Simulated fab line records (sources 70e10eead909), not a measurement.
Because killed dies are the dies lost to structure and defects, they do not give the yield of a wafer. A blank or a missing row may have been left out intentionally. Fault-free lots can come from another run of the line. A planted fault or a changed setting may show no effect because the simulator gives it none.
fab line records	flow nandHarc
record: lots: 6	wafers: 18	lastDay: 24
route steps=1159 shown A_WL_FILL@830 A_CONTACT@840 END@1159
lots with no fault: from the same line, run without faults
startH: hours from the record's opening day to when the first of the lot's shown wafers began	waitH: hours since the lot's step before	" unchanged from the row above	L1.1+2: a row that stands for several wafers	- no value, or no start given	* or withheld: withheld	< > ~ a bound
route shown NAME@n: a module of which the file shows steps, and the number in the route of the first	usual: mean and standard deviation over wafers with no fault	same: alike in all rows	chamber/n: place in a boat	sites: per-site readings	_std_site: the values' standard deviation	_edge_site: inner sites' mean taken away from outer sites' mean	radiusMm: how far each site lies from the wafer's centre	mask NAME#n: copy n	behind: the most recent tool/chamber to have shaped the wafer	hold: reason for holding the lot/hours on hold/outcome of the hold	device: names the non-switching transistor (n, p or np)	end of line: the route-end tests of the same wafers	where a step has no rows: the recipe by itself	killed: not the wafer's yield, but the dies lost to structure and defects at the first sort	map: the dies of a wafer, with x for killed, . for not killed, _ for no die there
set.NAME: the setting that was run; set.NAME@STEP: the one run at that earlier step	model.NAME: the simulator's own value behind a step, which no gauge read
lots seen at some steps along the route; tables by step, rows by wafer
services: a tool's chamber out of use, with start hour (startH, from the record's first day; less than 0 if before it), hours out, and reason
== steps ==
step: NHARC_A_WL_FILL_PRECLEAN_30
recipe: timeS: 10	chemistry: dHF
step: NHARC_A_WL_FILL_SRD_14
step: NHARC_A_WL_FILL_ALD_19
recipe: targetThkA: 20	pulseTimeS: 3	aldCycles: 100	tempC: 450	material: TiN
usual: heaterPowerW: 1085/100	precursorPulseHeightRel: 1.000/0.02	susceptorTempC: 449.99/0.2
same: pulseTimeS: 3
lot.wafer	tool	chamber	startH	waitH	heaterPowerW	precursorPulseHeightRel	susceptorTempC
L925.2	aldMetal-04	3	357.03	0.1	1239	0.992	449.74
L925.4	"	0	"	"	1071	0.976	449.72
L925.5	"	1	"	"	1085	1.013	449.83
L930.2	aldMetal-04	0	377.22	0.1	1078	0.983	450.01
L930.3	"	1	"	"	1089	1.025	449.89
L930.5	"	3	"	"	1202	1.003	450.30
L935.2	aldMetal-02	0	416.41	0.1	874	1.008	449.88
L935.3	"	3	"	"	1146	1.000	450.03
L935.4	"	2	"	"	1248	1.032	449.83
L938.1	aldMetal-04	3	429.28	0.1	1171	0.989	449.86
L938.2	"	1	"	"	1042	1.009	450.11
L938.6	"	3	"	"	1169	0.986	450.01
L940.2	aldMetal-04	2	444.95	0.1	1049	1.007	449.99
L940.1	"	0	"	"	1081	1.013	449.95
L940.5	"	2	"	"	1052	0.991	450.05
L948.2	aldMetal-01	1	495.75	0.1	1191	0.994	450.29
L948.3	"	3	"	"	1022	0.987	450.28
L948.4	"	0	"	"	973	1.019	450.01
step: NHARC_A_WL_FILL_CVD_20
recipe: targetThkA: 750	tempC: 300	pressureTorr: 40	wf6FlowSccm: 40	h2FlowSccm: 1600	arFlowSccm: 1560	timeS: 5064	material: W
step: NHARC_A_WL_FILL_CMP_12
recipe: tOverpolishS: 30	targetThkNm: 75
usual: motorCurrentA: 12.4/0.96	overpolishRunS: 30.001/0.009	timeToEndpointS: 15/3.2
same: tOverpolishS: 30
lot.wafer	tool	chamber	startH	waitH	motorCurrentA	overpolishRunS	timeToEndpointS
L925.4	cmp-01	2	363.12	2.9	13.4	30.005	15
L925.2	"	0	"	"	11.4	30.004	18
L925.5	"	2	"	"	12.6	30.005	14
L930.2	cmp-01	1	384.70	4.3	12.9	30.010	16
L930.3	"	3	"	"	12.6	29.987	16
L930.5	"	1	"	"	14.2	30.012	13
L935.3	cmp-01	0	426.03	2.2	11.8	30.010	16
L935.4	"	2	"	"	13.1	30.007	14
L935.2	"	3	"	"	12.7	29.998	11
L938.1	cmp-01	1	436.06	4.4	13.2	30.006	11
L938.2	"	2	"	"	13.1	30.012	12
L938.6	"	0	"	"	11.5	29.996	14
L940.2	cmp-02	0	459.03	6.4	11.5	30.008	13
L940.1	"	3	"	"	11.4	29.989	15
L940.5	"	1	"	"	13.0	29.996	18
L948.2	cmp-04	2	502.01	-	12.4	30.003	15
L948.3	"	3	"	"	11.7	29.999	13
L948.4	"	0	"	"	12.0	30.008	22
step: NHARC_A_WL_FILL_SRD_31
step: NHARC_A_WL_FILL_INSPECT_15
usual: rawDefectCount: 425/140
lot.wafer	tool	chamber	startH	waitH	rawDefectCount
L925.2	defectInspect-01	-	363.56	0.0	220
L925.4	"	-	"	"	416
L925.5	"	-	"	"	558
L930.2	defectInspect-01	-	385.19	0.0	307
L930.3	"	-	"	"	289
L930.5	"	-	"	"	233
L935.2	defectInspect-02	-	426.50	0.0	335
L935.3	"	-	"	"	311
L935.4	"	-	"	"	347
L938.1	defectInspect-01	-	436.52	0.0	426
L938.2	"	-	"	"	332
L938.6	"	-	"	"	296
L940.1	defectInspect-02	-	459.51	0.0	365
L940.2	"	-	"	"	755
L940.5	"	-	"	"	887
L948.2	defectInspect-01	-	502.49	0.0	507
L948.3	"	-	"	"	302
L948.4	"	-	"	"	254
step: NHARC_A_CONTACT_DEP_24
recipe: targetThkA: 5000	tempC: 400	pressureTorr: 6.5	rfW: 900	teosFlowSccm: 161.4	flowSccm: 2650	targetThkNm: 500	gas: O2	material: SiO2
usual: heaterPowerW: 543/71	rfFwdPowerW: 898.7/2.8	susceptorTempC: 399.99/0.23	throttleValvePct: 16.0/0.61
lot.wafer	tool	chamber	startH	waitH	heaterPowerW	rfFwdPowerW	susceptorTempC	throttleValvePct
L925.2	pecvd-03	2	363.63	0.1	481	901.0	400.40	14.9
L925.5	"	2	"	"	497	899.9	400.07	15.2
L925.4	"	0	"	"	638	898.8	399.96	16.6
L930.3	pecvd-03	0	385.33	0.1	534	894.4	399.85	16.8
L930.2	"	1	"	"	422	895.7	399.96	16.7
L930.5	"	2	"	"	358	901.7	399.83	14.9
L935.2	pecvd-02	1	426.74	0.2	630	895.6	400.26	16.5
L935.3	"	2	"	"	647	896.6	399.91	15.9
L935.4	"	0	"	"	409	901.2	399.96	15.8
L938.1	pecvd-02	0	436.65	0.1	471	899.0	399.98	15.9
L938.2	"	1	"	"	558	894.8	400.07	16.5
L938.6	"	0	"	"	506	898.2	400.37	15.6
L940.1	pecvd-02	1	459.58	0.1	577	900.3	400.14	16.4
L940.2	"	2	"	"	652	898.6	399.97	15.9
L940.5	"	0	"	"	458	895.0	400.31	16.1
L948.2	pecvd-02	1	502.56	0.1	532	897.2	399.92	16.5
L948.3	"	2	"	"	583	900.8	399.74	16.2
L948.4	"	2	"	"	596	895.4	400.00	16.0
step: NHARC_A_CONTACT_DEP_28
recipe: targetThkA: 36000	tempC: 400	material: aC
usual: susceptorTempC: 400.03/0.19	throttleValvePct: 35.000/0.0084
lot.wafer	tool	chamber	startH	waitH	susceptorTempC	throttleValvePct
L925.2	aclDep-01	0	364.62	0.4	399.60	35.009
L925.4	"	0	"	"	400.03	34.999
L925.5	"	0	"	"	399.76	34.993
L930.2	aclDep-01	0	386.24	0.4	400.26	35.007
L930.3	"	0	"	"	399.87	34.997
L930.5	"	0	"	"	399.97	34.994
L935.2	aclDep-03	0	428.83	1.6	-	35.003
L935.3	"	0	"	"	-	34.993
L935.4	"	0	"	"	-	34.996
L938.1	aclDep-03	0	437.20	0.1	-	34.994
L938.2	"	0	"	"	-	35.000
L938.6	"	0	439.02	1.9	-	35.000
L940.1	aclDep-03	0	460.30	0.2	400.04	34.990
L940.2	"	0	"	"	399.89	35.004
L940.5	"	0	461.78	1.7	400.03	35.009
L948.2	aclDep-01	0	503.53	0.4	399.93	34.991
L948.3	"	0	"	"	399.91	35.008
L948.4	"	0	"	"	400.16	34.993
step: NHARC_A_CONTACT_DEP_29
recipe: targetThkA: 700	targetThkNm: 70	tempC: 400	pressureTorr: 3.5	flowSccm: 200	rfW: 350	material: SiON
usual: heaterPowerW: 720/72	rfFwdPowerW: 348.1/1.2	susceptorTempC: 400.00/0.2
lot.wafer	tool	chamber	startH	waitH	heaterPowerW	rfFwdPowerW	susceptorTempC
L925.2	pecvd-03	2	366.48	1.5	547	347.1	399.46
L925.5	"	2	"	"	552	348.2	399.99
L925.4	"	0	"	"	683	348.6	400.31
L930.3	pecvd-02	0	388.14	1.2	659	346.2	400.00
L930.2	"	1	"	"	826	351.3	400.14
L930.5	"	1	"	"	682	349.0	399.90
L935.2	pecvd-03	2	430.71	1.5	635	348.1	399.60
L935.3	"	0	"	"	846	349.3	400.06
L935.4	"	0	"	"	833	349.4	400.07
L938.1	pecvd-01	1	439.43	1.9	811	348.4	399.89
L938.2	"	2	"	"	698	347.2	399.96
L938.6	"	2	"	"	690	347.8	399.76
L940.1	pecvd-01	0	462.53	1.9	774	348.6	400.12
L940.2	"	1	"	"	673	347.2	400.00
L940.5	"	0	"	"	786	347.6	400.27
L948.2	pecvd-01	1	505.43	1.5	671	348.3	399.70
L948.3	"	2	"	"	702	348.5	399.93
L948.4	"	1	"	"	676	348.0	400.01
step: NHARC_A_CONTACT_DEHYDRATE_32
recipe: tempC: 150	timeS: 120
step: NHARC_A_CONTACT_HMDS_33
recipe: timeS: 30
step: NHARC_A_CONTACT_COAT_34
recipe: tempC: 260	timeS: 75
step: NHARC_A_CONTACT_COAT_35
recipe: tempC: 225	timeS: 65
step: NHARC_A_CONTACT_COAT_36
recipe: spinRpm: 1500	resistThkNm: 90
step: NHARC_A_CONTACT_SOFTBAKE_37
recipe: tempC: 105	timeS: 55
step: NHARC_A_CONTACT_EBR_38
step: NHARC_A_CONTACT_EXPOSE_39
recipe: na: 1.35	sigmaOuter: 0.8	doseMj: 58.79	maskId: A_CC_3
step: NHARC_A_CONTACT_PEB_40
recipe: pebTempC: 100	pebTimeS: 65
step: NHARC_A_CONTACT_DEVELOP_41
recipe: developTimeS: 35	devTempC: 23
step: NHARC_A_CONTACT_CD_MEAS_42
recipe: targetCdNm: 200	landingEnergyEv: 500
usual: cdNm: 199.9/0.46
lot.wafer	tool	chamber	startH	waitH	cdNm
L925.2	cdSem-03	0	367.20	-	199.6
L925.4	"	0	"	"	199.9
L925.5	"	0	"	"	199.5
L930.2	cdSem-01	0	388.90	-	200.1
L930.3	"	0	"	"	199.9
L930.5	"	0	"	"	199.0
L935.2	cdSem-02	0	431.40	-	199.5
L935.3	"	0	"	"	199.7
L935.4	"	0	"	"	200.1
L938.1	cdSem-02	0	440.05	-	200.3
L938.2	"	0	"	"	200.2
L938.6	"	0	"	"	199.1
L940.1	cdSem-01	0	463.13	-	200.1
L940.2	"	0	"	"	199.6
L940.5	"	0	"	"	200.8
L948.2	cdSem-03	0	506.13	-	199.5
L948.3	"	0	"	"	200.4
L948.4	"	0	"	"	200.6
step: NHARC_A_CONTACT_OVL_MEAS_43
usual: overlayXNm: 0.0/0.81	overlayYNm: -0.2/0.83
lot.wafer	tool	chamber	startH	waitH	overlayXNm	overlayYNm
L925.2	overlay-01	-	367.29	-	1.0	0.9
L925.4	"	-	"	"	0.9	0.4
L925.5	"	-	"	"	0.9	0.2
L930.2	overlay-01	-	388.98	-	0.1	0.1
L930.3	"	-	"	"	0.4	0.0
L930.5	"	-	"	"	-0.1	-0.1
L935.2	overlay-02	-	431.48	-	0.0	-0.2
L935.3	"	-	"	"	0.0	-0.2
L935.4	"	-	"	"	-0.1	-0.5
L938.1	overlay-02	-	440.15	-	-0.3	-0.1
L938.2	"	-	"	"	-0.4	0.1
L938.6	"	-	"	"	0.0	0.1
L940.1	overlay-01	-	463.22	-	1.0	-0.1
L940.2	"	-	"	"	1.3	-0.6
L940.5	"	-	"	"	1.1	-0.4
L948.2	overlay-02	-	506.21	-	-0.3	0.0
L948.3	"	-	"	"	-0.1	0.4
L948.4	"	-	"	"	-0.5	0.5
step: NHARC_A_CONTACT_INSPECT_44
usual: rawDefectCount: 27/13
lot.wafer	tool	chamber	startH	waitH	hold	rawDefectCount
L925.2	defectInspect-01	-	367.33	0.0	-	17
L925.4	"	-	"	"	-	30
L925.5	"	-	"	"	-	23
L930.2	defectInspect-01	-	389.02	0.0	-	17
L930.3	"	-	"	"	-	13
L930.5	"	-	"	"	-	8
L935.2	defectInspect-01	-	431.52	0.0	-	27
L935.3	"	-	"	"	-	29
L935.4	"	-	"	"	-	30
L938.1	defectInspect-01	-	440.19	0.0	awaitDispo/0.2h/release	419
L938.2	"	-	"	"	awaitDispo/0.2h/release	409
L938.6	"	-	"	"	awaitDispo/0.2h/release	383
L938.1	defectInspect-01	-	440.36	0.2	-	411
L938.2	"	-	"	"	-	409
L938.6	"	-	"	"	-	384
L940.1	defectInspect-01	-	463.25	0.0	awaitDispo/0.2h/release	416
L940.2	"	-	"	"	awaitDispo/0.2h/release	405
L940.5	"	-	"	"	awaitDispo/0.2h/release	412
L940.1	defectInspect-01	-	463.42	0.2	-	418
L940.2	"	-	"	"	-	417
L940.5	"	-	"	"	-	408
L948.2	defectInspect-02	-	506.25	0.0	-	16
L948.3	"	-	"	"	-	18
L948.4	"	-	"	"	-	12
step: NHARC_A_CONTACT_DESCUM_47
recipe: timeS: 3	o2FlowSccm: 200	arFlowSccm: 0	biasPowerW: 0	chemistry: O2
usual: drypumpMotorCurrentA: 5.8/0.49	oesProductAu: 1.001/0.0082	rfVppV: 57.9/0.99	showerheadPlenumPTorr: 1.93/0.078	throttleValvePct: 11.311/0.0087
same: biasPowerW: 0
lot.wafer	tool	chamber	startH	waitH	hold	drypumpMotorCurrentA	oesProductAu	rfHoursCounterH	rfVppV	showerheadPlenumPTorr	throttleValvePct
L925.2	rieDiel-05	1	367.41	0.1	-	5.7	0.993	5	57.1	1.95	11.321
L925.4	"	2	"	"	-	5.5	1.003	5	58.7	1.93	11.316
L925.5	"	0	"	"	-	5.6	1.003	-	57.2	1.82	11.325
L930.3	rieDiel-07	1	389.10	0.1	-	6.1	0.999	31	57.0	1.97	11.312
L930.2	"	2	"	"	-	6.8	1.019	29	57.3	2.00	11.320
L930.5	"	3	"	"	-	5.0	1.013	-	58.8	2.04	11.306
L935.2	rieDiel-07	1	431.60	0.1	-	6.1	0.989	3	57.3	1.97	11.309
L935.3	"	3	"	"	-	5.0	1.007	3	59.2	2.04	11.311
L935.4	"	0	"	"	-	6.0	1.003	2	57.9	1.89	11.323
L938.1	rieDiel-07	0	444.03	3.7	awaitDispo/3.6h/release	6.0	1.014	4	57.9	1.89	11.299
L938.2	"	2	"	"	awaitDispo/3.6h/release	6.8	1.006	6	58.2	1.99	11.303
L938.6	"	0	"	"	awaitDispo/3.6h/release	6.0	1.002	-	57.4	1.89	11.324
L940.2	rieDiel-05	0	466.77	3.3	awaitDispo/3.3h/release	5.6	0.995	43	56.7	1.81	11.334
L940.1	"	1	"	"	awaitDispo/3.3h/release	5.7	0.995	41	59.4	1.94	11.298
L940.5	"	0	"	"	awaitDispo/3.3h/release	5.6	0.998	-	57.0	1.81	11.317
L948.4	rieDiel-07	3	506.31	0.1	-	5.0	1.006	15	58.0	2.03	11.313
L948.2	"	1	"	"	-	6.1	0.997	18	59.5	1.96	11.294
L948.3	"	2	"	"	-	6.8	1.010	19	57.9	1.99	11.309
step: NHARC_END_SORT_01
recipe: tempC: 25
usual: killedAtArray: 29/11	killedAtOther: 0.7/1.1	killedAtPeriphery: 3.1/2	killedDies: 33/11	killedOpen: 3.5/1.8	killedShort: 2.0/1.4
same: grossDies: 677
lot.wafer	tool	chamber	startH	waitH	killedAtArray	killedAtOther	killedAtPeriphery	killedDies	killedOpen	killedShort
L925.2	prober-01	0	465.51	2.8	20	0	6	26	3	2
L925.4	prober-01	0	467.10	3.4	24	0	4	28	2	0
L925.5	prober-01	0	467.90	3.7	25	0	5	30	3	3
L930.2	prober-01	0	488.80	2.8	15	1	7	23	4	3
L930.3	prober-01	0	489.60	3.1	13	1	10	24	5	3
L930.5	prober-01	0	491.20	3.7	8	2	3	13	2	2
L935.2	prober-01	0	518.96	2.8	30	1	9	40	4	2
L935.3	prober-01	0	519.75	3.1	29	0	2	31	3	0
L935.4	prober-01	0	520.53	3.4	37	1	3	41	3	4
L938.1	prober-02	0	519.27	2.5	97	0	1	98	4	2
L938.2	prober-02	0	520.08	2.8	85	1	5	91	5	3
L938.6	prober-02	0	523.30	4.0	84	0	3	87	7	1
L940.1	prober-01	0	563.69	2.5	96	0	0	96	0	1
L940.2	prober-01	0	564.50	2.8	90	2	1	93	1	1
L940.5	prober-01	0	566.92	3.7	83	1	1	85	1	1
L948.2	prober-02	0	579.65	2.8	18	1	3	22	0	3
L948.3	prober-02	0	580.44	3.1	21	0	3	24	3	5
L948.4	prober-02	0	581.23	3.4	21	0	1	22	2	2
killed by level:class
L925.2 A_CHANNEL_HOLE_D1:chamberFilmFlake=13 A_CONTACT:geometricParticle:open=2 P_ZERO_WELL:chamberFilmFlake=2 P_BONDPAD:chamberFilmFlake=2 A_CONTACT:chamberFilmFlake=2 P_M0:geometricParticle:open=1 A_WL_FILL:geometricParticle:short=1 A_CONTACT:geometricParticle:short=1
L925.4 A_CHANNEL_HOLE_D1:chamberFilmFlake=16 P_BONDPAD:chamberFilmFlake=2 A_ZERO_WELL:chamberFilmFlake=2 A_CHANNEL_FILL_D1:chamberFilmFlake=2 A_STAIRCASE:chamberFilmFlake=2 A_SLIT:chamberFilmFlake=2 P_M0:geometricParticle:open=1 P_M1:geometricParticle:open=1
L925.5 A_CHANNEL_HOLE_D1:chamberFilmFlake=16 P_BONDPAD:chamberFilmFlake=3 A_CHANNEL_FILL_D1:geometricParticle:short=2 A_STAIRCASE:chamberFilmFlake=2 P_M0:geometricParticle:open=1 P_M2:geometricParticle:short=1 A_ONON_D1:geometricParticle:open=1 A_CONTACT:geometricParticle:open=1
L930.2 A_CHANNEL_HOLE_D1:chamberFilmFlake=9 A_STAIRCASE:chamberFilmFlake=4 P_M0:geometricParticle:open=2 P_GATE:chamberFilmFlake=2 P_STI:geometricParticle:open=1 P_CONTACT:geometricParticle:open=1 A_WL_FILL:geometricParticle:short=1 A_M1:geometricParticle:short=1
L930.3 A_CHANNEL_HOLE_D1:chamberFilmFlake=6 P_BONDPAD:chamberFilmFlake=5 P_GATE:geometricParticle:open=2 A_WL_FILL:geometricParticle:short=2 A_STAIRCASE:chamberFilmFlake=2 P_CONTACT:geometricParticle:short=1 P_CONTACT:geometricParticle:open=1 P_M0:geometricParticle:open=1
L930.5 A_CHANNEL_HOLE_D1:chamberFilmFlake=2 A_STAIRCASE:chamberFilmFlake=2 A_CONTACT:chamberFilmFlake=2 THIN_TSV:chamberFilmFlake=2 P_CONTACT:geometricParticle:open=1 P_M0:geometricParticle:short=1 P_M0:geometricParticle:open=1 A_CONTACT:geometricParticle:short=1
L935.2 A_SLIT:chamberFilmFlake=12 P_ZERO_WELL:chamberFilmFlake=8 A_CHANNEL_HOLE_D1:chamberFilmFlake=5 A_STAIRCASE:chamberFilmFlake=4 A_CONTACT:chamberFilmFlake=3 A_CONTACT:geometricParticle:open=2 A_SOURCE_PLATE:geometricParticle:open=1 A_WL_FILL:geometricParticle:open=1
L938.1 A_CONTACT:unspecified=72 A_SLIT:chamberFilmFlake=12 A_STAIRCASE:chamberFilmFlake=5 A_WL_FILL:chamberFilmFlake=2 A_ONON_D1:geometricParticle:short=1 A_CHANNEL_FILL_D1:geometricParticle:open=1 A_SLIT:geometricParticle:open=1 A_WL_FILL:geometricParticle:short=1
L935.3 A_SLIT:chamberFilmFlake=15 A_CONTACT:chamberFilmFlake=5 A_CHANNEL_HOLE_D1:chamberFilmFlake=4 P_ZERO_WELL:chamberFilmFlake=2 A_STAIRCASE:chamberFilmFlake=2 A_SOURCE_PLATE:geometricParticle:open=1 A_WL_FILL:geometricParticle:open=1 A_CONTACT:geometricParticle:open=1
L938.2 A_CONTACT:unspecified=67 A_CHANNEL_HOLE_D1:chamberFilmFlake=6 A_STAIRCASE:chamberFilmFlake=5 A_SLIT:chamberFilmFlake=3 A_ONON_D1:geometricParticle:open=2 P_ZERO_WELL:chamberFilmFlake=2 P_GATE:geometricParticle:open=1 P_M0:geometricParticle:open=1
L935.4 A_SLIT:chamberFilmFlake=13 A_STAIRCASE:chamberFilmFlake=7 A_CHANNEL_HOLE_D1:chamberFilmFlake=6 A_CONTACT:chamberFilmFlake=4 A_CONTACT:geometricParticle:short=2 P_ZERO_WELL:chamberFilmFlake=2 P_GATE:geometricParticle:short=1 A_ONON_D1:geometricParticle:open=1
L938.6 A_CONTACT:unspecified=66 A_STAIRCASE:chamberFilmFlake=4 A_CHANNEL_FILL_D1:geometricParticle:open=3 A_CHANNEL_HOLE_D1:chamberFilmFlake=3 A_SLIT:chamberFilmFlake=3 P_M0:geometricParticle:open=2 A_WL_FILL:chamberFilmFlake=2 P_CONTACT:geometricParticle:open=1
L940.1 A_CONTACT:unspecified=70 A_SLIT:chamberFilmFlake=17 A_STAIRCASE:chamberFilmFlake=4 A_CONTACT:chamberFilmFlake=4 A_CHANNEL_FILL_D1:geometricParticle:short=1
L940.2 A_CONTACT:unspecified=70 A_CHANNEL_HOLE_D1:chamberFilmFlake=9 A_STAIRCASE:chamberFilmFlake=5 A_SLIT:chamberFilmFlake=3 A_CONTACT:chamberFilmFlake=2 THIN_TSV:chamberFilmFlake=2 P_STI:geometricParticle:open=1 A_M1:geometricParticle:short=1
L940.5 A_CONTACT:unspecified=68 A_STAIRCASE:chamberFilmFlake=6 A_CONTACT:chamberFilmFlake=5 A_SLIT:chamberFilmFlake=2 P_M2:geometricParticle:open=1 A_SGD_CUT:geometricParticle:short=1 A_CHANNEL_HOLE_D1:chamberFilmFlake=1 THIN_TSV:chamberFilmFlake=1
L948.2 A_CHANNEL_HOLE_D1:chamberFilmFlake=9 A_CONTACT:chamberFilmFlake=6 P_STI:geometricParticle:short=1 P_GATE:geometricParticle:short=1 A_ONON_D1:geometricParticle:short=1 P_M0:chamberFilmFlake=1 A_ZERO_WELL:chamberFilmFlake=1 A_SLIT:chamberFilmFlake=1
L948.3 A_CHANNEL_HOLE_D1:chamberFilmFlake=11 A_CONTACT:chamberFilmFlake=3 P_CONTACT:geometricParticle:open=1 P_CONTACT:geometricParticle:short=1 A_ONON_D1:geometricParticle:open=1 A_ONON_D1:geometricParticle:short=1 A_CHANNEL_FILL_D1:geometricParticle:open=1 A_WL_FILL:geometricParticle:short=1
L948.4 A_CHANNEL_HOLE_D1:chamberFilmFlake=9 A_CONTACT:chamberFilmFlake=6 A_WL_FILL:geometricParticle:short=2 A_ONON_D1:geometricParticle:open=1 A_CONTACT:geometricParticle:open=1 P_ZERO_WELL:chamberFilmFlake=1 A_STAIRCASE:chamberFilmFlake=1 A_WL_FILL:chamberFilmFlake=1
map L938.1 (x killed, . not)
____________.____________
_________....x.._________
_______........xxx_______
______......xxxxxxx______
_____.........xxxxxx_____
____.........xxxxxx..____
____........xxxxxxxxx____
___.........xxxxxxxxxx___
___...........xxxxxxx.___
__...........x.xxxxx...__
__...........xxxxxxxx..__
_.....x.......xxxx.xx..._
_.x.x........x.xx......._
_..x.x...x.x............_
_.....xx................_
_..xx.x...........x....._
..........x......x...x...
....x......x.............
.....x................x..
..........x..............
...x.x...................
_........x.............._
_......................._
_......................._
_......................._
_......................._
__.....................__
__.........x...........__
___...................___
___...................___
____......x..........____
____.................____
_____..............._____
______.............______
_______..........._______
_________......._________
____________.____________
map L940.1 (x killed, . not)
____________.____________
_________.....xx_________
_______.......xxxx_______
______......x.xxxxx______
_____.........xxxxxx_____
____......x..xxxxxxx.____
____........xxxxxxxxx____
___..........xxxxxxx..___
___.........xxxxxxxxx.___
__...........xxxxxxx...__
__..x.........xxxxxx...__
_..x..x.......xxxxx..x.._
_...xx.................._
_....xxx................_
_..x.x.................._
_..x.x..x..............._
..x..xx..................
.......x.................
.........................
.....x...................
....................x....
_......................._
_......................._
_....x.................._
_......................._
_..........x............_
__..................x..__
__....x................__
___...................___
___...................___
____.............x...____
____.................____
_____..............._____
______......x......______
_______..........._______
_________......._________
____________x____________
== services ==
tool	chamber	startH	hours	kind
pecvd-02	-	334.56	13.0	pm
rieDiel-05	-	340.70	9.0	pm
rieDiel-05	-	352.65	0.9	repair
aldMetal-01	2	353.76	3.0	repair
cmp-02	-	353.92	4.0	pm
aldMetal-02	-	364.00	10.0	pm
aldMetal-01	3	371.13	13.7	repair
cmp-01	-	376.98	4.0	pm
cmp-02	-	377.83	3.5	repair
pecvd-02	-	380.20	1.2	repair
rieDiel-05	3	381.74	12.5	repair
aldMetal-02	-	382.65	0.7	repair
aldMetal-02	1	388.33	58.0	repair
rieDiel-07	-	405.62	9.0	pm
aldMetal-04	-	406.00	10.0	pm
aclDep-03	-	407.47	13.0	pm
pecvd-01	-	418.13	13.0	pm
rieDiel-05	1	423.83	4.1	repair
pecvd-01	-	451.43	0.3	repair
cmp-01	-	455.58	0.5	repair
pecvd-03	-	473.22	13.0	pm
aclDep-01	-	474.42	13.0	pm
cmp-01	-	475.06	4.0	pm
pecvd-01	0	499.95	3.5	repair
== key ==
firstSign: step: NHARC_A_CONTACT_INSPECT_44	reading: visit	direction: added
effect: step: NHARC_A_CONTACT_INSPECT_44	reading: rawDefectCount	direction: up	sigmas: 30	usual: 27	struck: 407
effect: step: NHARC_END_SORT_01	reading: killedAtArray	direction: up	sigmas: 5.6	usual: 29	struck: 89
moreKillsBornAt: NHARC_A_CONTACT_DEP_28@aclDep-03: 413
metAt NHARC_A_CONTACT_DEP_28
struckWafers L938.1,L938.2,L938.6,L940.1,L940.2,L940.5
testerLeftOut L938,L940
onsetBetween 428.83 437.20
alsoFits NHARC_A_WL_FILL_ALD_19:aldMetal-04
fault: kind: chamberParticleSource	tool: aclDep-03	chamber: -	onsetH: 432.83	steps: NHARC_A_CONTACT_DEP_28	ratePerVisitCm2: 0.57663	endH: 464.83
testerLeftOut: of these lots the tester's yield and bins aren't shown, on N5 and GAA mostly nor the transistor test; their killed dies are dies lost to structure and defects alone, not to doping, threshold or leakage, so they don't give the yield
